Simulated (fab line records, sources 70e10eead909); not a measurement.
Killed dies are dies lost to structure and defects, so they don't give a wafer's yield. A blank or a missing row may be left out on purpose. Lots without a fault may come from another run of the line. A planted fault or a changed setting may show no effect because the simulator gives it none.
Chamber matching | flow nand_harc | NHARC_A_STAIRCASE_ALD_420 on ald_hk-04: 4 sister chambers
The step deposits SiO2, target thk 20 nm, pulse time 6 s, ald cycles 200. 14 wafers are shown with their chamber, then 7 later ones without.

WAFERS WITH THEIR CHAMBER
wafer  | chamber | heater_power_w (W) | precursor_pulse_height_rel
L081.1 | 3       | 457                | 1.003
L081.4 | 1       | 498                | 0.984
L081.5 | 2       | 417                | 0.999
L083.2 | 2       | 414                | 0.986
L083.3 | 3       | 442                | 1.006
L083.5 | 0       | 437                | 1.031
L084.1 | 2       | 436                | 0.978
L084.2 | 1       | 505                | 1.002
L084.6 | 1       | 503                | 0.992
L087.1 | 1       | 496                | 0.986
L087.4 | 2       | 426                | 0.998
L087.6 | 3       | 453                | 0.998
L088.1 | 1       | 493                | 1.037
L088.3 | 3       | 451                | 1.008

SIGNATURES (means of the wafers above)
reading                    | chamber 0 | chamber 1 | chamber 2 | chamber 3 | scatter within a chamber
heater_power_w             | 437.00    | 499.00    | 423.25    | 450.75    | 7.17
precursor_pulse_height_rel | 1.03100   | 1.00020   | 0.99025   | 1.00375   | 0.015
Rule: a wafer's distance from a chamber is the root of the sum, over the readings, of the square of ((its reading less the chamber's mean) divided by the reading's scatter). The wafer belongs to the nearest chamber; if the next one is less than 2 further off, it can't be placed. The scatter: the root of (the sum of the squares of (reading less its chamber's mean) over the shown wafers, divided by (wafers less chambers)).

WAFERS WITHOUT THEIR CHAMBER
wafer  | heater_power_w (W) | precursor_pulse_height_rel
L088.5 | 456                | 1.000
L096.3 | 419                | 0.991
L096.5 | 458                | 0.992
L096.6 | 519                | 0.978
L097.1 | 445                | 0.983
L097.5 | 453                | 1.048
L097.6 | 509                | 1.014

WHICH CHAMBER EACH WENT THROUGH
wafer  | from the rows above          | in truth
L088.5 | 3                            | 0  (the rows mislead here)
L096.3 | 2                            | 2
L096.5 | 3                            | 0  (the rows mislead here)
L096.6 | 1                            | 1
L097.1 | can't be placed: 3 or 2 or 0 | 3
L097.5 | can't be placed: 0 or 3      | 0
L097.6 | 1                            | 1
Placed correctly: 3 of 7. Can't be placed from these rows: 2 (the true chamber is among the candidates in 2). Placed wrongly: 2.
